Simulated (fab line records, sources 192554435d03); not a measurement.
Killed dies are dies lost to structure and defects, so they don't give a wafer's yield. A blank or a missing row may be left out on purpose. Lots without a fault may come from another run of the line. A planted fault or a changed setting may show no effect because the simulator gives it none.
A struck lot beside a sound one | flow n5_finfet | 37 steps out of a route of 1938
Sound: wafers L210.3, L210.5, L210.6. Struck: wafers L227.1, L227.5, L227.6. The cause comes at the end.
At each step with rows: each side's tool, then ch and its chambers, then its first start. Under that, the readings that differ: sound wafers | struck wafers | difference of the means | sigmas: that difference in standard deviations of wafers without a fault.
alike: readings whose means differ by less than 2 such deviations, and words and numbers that are the same on both sides. not compared: withheld readings, readings that some wafer has no value for, bounds like >300 that may hide the same value, and numbers for which the record gives no deviation and whose values overlap.
The two part at a step that has a row with sigmas, a row that says differs or no value, or rows on one side only. Numbers that don't overlap but have no deviation are shown without sigmas and don't part them. A reading that every wafer of one side lacks parts them only if that side has two wafers or more.

first, 9 steps without rows for these wafers: N5_BEOL_M0_SAQP_EXPOSE_37 (exposes mask M0 CUT1, target cd 30 nm); N5_BEOL_M0_SAQP_PEB_38 (peb time 60 s); N5_BEOL_M0_SAQP_DEVELOP_39 (develop time 30 s); N5_BEOL_M0_SAQP_DESCUM_45 (chemistry O2, time 7 s); N5_BEOL_M0_SAQP_ETCH_88 (etches underlayer in N2/H2, target depth 6.5 nm, time 5.2 s); N5_BEOL_M0_SAQP_ETCH_73 (etches SiARC in CF4, target depth 19.5 nm, time 32.5 s); N5_BEOL_M0_SAQP_CUT_ETCH_46 (etches SOC in N2/H2, target depth 135 nm, overetch 27 nm, time 202.5 s); N5_BEOL_M0_SAQP_STRIP_74 (strips in N2/H2); N5_BEOL_M0_SAQP_STRIP_89 (strips in N2/H2).
N5_BEOL_M0_SAQP_ALD_48: deposits SiO2, target thk 20 nm, pulse time 1 s, co reactant pulse time 1 s.
  sound on ald_sin-01 ch 0,1,3, day 5 20:55; struck on ald_sin-04 ch 0,1, day 10 05:56
  alike: heater_power_w, precursor_pulse_height_rel
  not compared: since_wet_clean_h
then, 25 steps without rows for these wafers: N5_BEOL_M0_SAQP_ETCH_49 (etches SiO2 in CF4/O2, target depth 37 nm); N5_BEOL_M0_SAQP_STRIP_75 (strips in CF4); N5_BEOL_M0_CUTY_COAT_50 (time 60 s, resist thk 15 nm); N5_BEOL_M0_CUTY_COAT_51 (resist thk 150 nm); N5_BEOL_M0_CUTY_EBR_52; N5_BEOL_M0_CUTY_SOFTBAKE_53 (time 60 s); N5_BEOL_M0_CUTY_EXPOSE_54 (exposes mask M0 ABLK); N5_BEOL_M0_CUTY_PEB_55 (peb time 60 s); N5_BEOL_M0_CUTY_DEVELOP_56 (develop time 30 s); N5_BEOL_M0_CUTY_DESCUM_61 (chemistry O2, time 7.9 s); N5_BEOL_M0_CUTY_ETCH_62 (etches SiARC in CF4, time 58.5 s); N5_BEOL_M0_CUTY_ETCH_63 (etches SOC in N2/H2, target depth 82.7 nm, overetch 16.5 nm, time 124 s); N5_BEOL_M0_CUTY_STRIP_64 (strips in N2/H2); N5_BEOL_M0_ETCH_138 (etches SiCN in CH3F/O2, target depth 12 nm, time 31.6 s); N5_BEOL_M0_HM_OPEN_105 (chemistry Cl2/BCl3, target TiN, target depth 12 nm); N5_BEOL_M0_STRIP_140 (strips in CF4); N5_BEOL_M0_STRIP_104 (strips in N2/H2); N5_BEOL_M0_WET_ETCH_106 (etches SiO2 in DHF, target depth 130 nm, rinse time 30 s); N5_BEOL_M0_ETCH_128 (etches SiCN in CF4/N2, target depth 12 nm, overetch 5.1 nm, time 21.4 s); N5_BEOL_M0_TRENCH_ETCH_107 (etches SiOC in C4F6/O2, target depth 32.8 nm, time 16.4 s); N5_BEOL_M0_STRIP_142 (strips in N2/H2, time 10 s); N5_BEOL_M0_HM_STRIP_129 (strips TiN in peroxide tin strip, target depth 17 nm, time 108 s); N5_BEOL_M0_SRD_130 (time 30 s); N5_BEOL_M0_ETCH_109 (etches SiCN in CH3F/O2, target depth 8 nm, overetch 2.4 nm, time 27.4 s); N5_BEOL_M0_STRIP_139 (strips in post etch residue remover, time 60 s).
-- the record jumps here: 3 days lie between the struck wafers' starts before and after (it left off in module BEOL_M0 and takes up again in module BEOL_M4, whose first step shown is number 1111 of the route) --
N5_BEOL_M4_RC_MEAS_101:
  sound on prober-02 ch 0, day 8 00:02; struck on prober-01 ch 0, day 12 21:41
  reading       | sound          | struck         | difference | sigmas
  DIBL_N (mV/V) | 34.6 35.5 32.8 | 38.5 38.7 39.8 | +4.7       | +3
  ION_N (uA/um) | 661 665 672    | 693 688 697    | +27        | +2
  alike: DIBL_P, IOFF_N, IOFF_P, ION_P, SS_N, SS_P, VT_N, VT_P
-- the record jumps here: 4 days lie between the struck wafers' starts before and after (it left off in module BEOL_M4 and takes up again in module PASSIVATION, whose first step shown is number 1936 of the route) --
N5_PASSIVATION_PROBE_49:
  sound on prober-01, day 12 04:13; struck on prober-01, day 17 00:14
  reading                  | sound          | struck         | difference | sigmas
  defect_limited_yield (%) | 93.0 90.6 91.9 | 80.2 79.6 81.4 | -11.4      | -8
  killed_at_M0_to_M3       | 24 41 36       | 133 164 140    | +112       | +12
  killed_dies              | 83 111 96      | 234 241 219    | +135       | +8
  killed_on_rim            | 10 13 13       | 96 111 90      | +87        | +21
  sort_n_pass              | 1097 1069 1084 | 946 939 961    | -135       | -8
  sort_yield_pct (%)       | 93.0 90.6 91.9 | 80.2 79.6 81.4 | -11.4      | -8
  alike: killed_at_M4_up, killed_at_contacts, killed_at_front_end, killed_at_other, killed_open, killed_short, sort_bin_5_function, sort_bin_6_memory

WHERE THEY PART
First at N5_BEOL_M4_RC_MEAS_101; last, within this record, at N5_PASSIVATION_PROBE_49.

WHY: what the simulator had put in
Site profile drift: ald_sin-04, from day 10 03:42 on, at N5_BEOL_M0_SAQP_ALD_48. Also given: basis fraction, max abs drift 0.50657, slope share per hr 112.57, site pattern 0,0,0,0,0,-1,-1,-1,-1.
